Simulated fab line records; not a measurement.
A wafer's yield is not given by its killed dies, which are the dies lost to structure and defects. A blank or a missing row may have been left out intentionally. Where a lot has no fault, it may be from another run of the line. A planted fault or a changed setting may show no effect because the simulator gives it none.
One fault through the eyes of 3 desks + flow n5_finfet + what lay behind the numbers comes last; until then each desk has only its own

== AT THE METROLOGY DESK ==
What the gauges read, lot by lot, whatever tool the lot ran on: means of the sampled wafers that have a number. Marked OUT: a lot whose mean sits more than 4 standard deviations from the usual mean, which makes it out of limits; the brackets give that distance.
Columns: A = M7_OVL at N5_BEOL_M7_OVL_MEAS_12, usual -0.2 nm
| lot  | first seen here | A              |
|------|-----------------|----------------|
| L225 | day 11 13:49    | 0.4            |
| L226 | day 11 16:26    | 0.1            |
| L231 | day 12 00:03    | 0.1            |
| L224 | day 12 00:19    | -0.5           |
| L228 | day 12 11:32    | -0.5           |
| L227 | day 12 17:29    | -1.6           |
| L232 | day 13 10:29    | 1.0            |
| L234 | day 13 16:02    | -0.3           |
| L233 | day 13 16:13    | 0.4            |
| L236 | day 13 19:37    | 0.2            |
| L243 | day 15 21:40    | 13.6 (+17) OUT |
| L244 | day 16 12:23    | 14.8 (+19) OUT |
Per this desk, out of limits: L243, L244; the first was L243, day 15 21:40 (M7_OVL at N5_BEOL_M7_OVL_MEAS_12). L225, L226, L231, L224, L228, L227, L232, L234, L233, L236 stayed within limits.

== TOOL OWNER'S DESK, arfi_scanner-03 ==
The tool's own readings at N5_BEOL_M7_EXPOSE_08 (exposes mask M7): means of the sampled wafers that have a number, for each lot that ran on this tool. Marked OUT: a lot whose mean sits more than 4 standard deviations from the usual mean, which makes it out of limits; the brackets give that distance.
Columns: A = exposure_dose_mJ_cm2 at N5_BEOL_M7_EXPOSE_08, usual 68.23
| lot  | first seen here | A     |
|------|-----------------|-------|
| L225 | day 11 13:39    | 68.15 |
| L231 | day 11 23:54    | 68.22 |
| L228 | day 12 11:23    | 68.26 |
| L232 | day 13 10:20    | 68.19 |
| L233 | day 13 16:05    | 68.21 |
| L236 | day 13 19:27    | 68.31 |
| L243 | day 15 21:30    | 68.39 |
| L244 | day 16 12:14    | 68.28 |
Result from this desk: across the 8 lots, nothing is out of limits.

== THE DEFECT DESK ==
What the inspections along the route counted, lot by lot: means of the sampled wafers that have a number. Marked OUT: a lot whose mean sits more than 4 standard deviations from the usual mean, which makes it out of limits; the brackets give that distance.
Columns: A = raw_defect_count at N5_BEOL_M7_INSPECT_13, usual 479
| lot  | first seen here | A   |
|------|-----------------|-----|
| L225 | day 11 13:50    | 426 |
| L226 | day 11 16:28    | 512 |
| L231 | day 12 00:05    | 445 |
| L224 | day 12 00:20    | 479 |
| L228 | day 12 11:34    | 529 |
| L227 | day 12 17:30    | 494 |
| L232 | day 13 10:31    | 473 |
| L234 | day 13 16:04    | 434 |
| L233 | day 13 16:14    | 389 |
| L236 | day 13 19:38    | 480 |
| L243 | day 15 21:41    | 468 |
| L244 | day 16 12:24    | 477 |
Result from this desk: across the 12 lots, nothing is out of limits.

== ALL TOGETHER ==
Metrology desk: alarm possible at day 15 21:40 on L243, L244.
Nothing out of limits was seen by the tool owner's desk.
Nothing the defect desk looked at was out of limits.
Tool owner's desk: L243, L244 on record, inside its limits.
The defect desk has L243, L244 on record, within its limits.
Every lot named ran N5_BEOL_M7_EXPOSE_08 on arfi_scanner-03.

== WHAT WAS PUT IN BY THE SIMULATOR ==
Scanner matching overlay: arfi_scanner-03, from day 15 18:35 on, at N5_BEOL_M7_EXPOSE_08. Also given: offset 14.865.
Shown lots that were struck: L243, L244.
Hours from the fault's start to each desk's first reading out of limits: the metrology desk, 3.
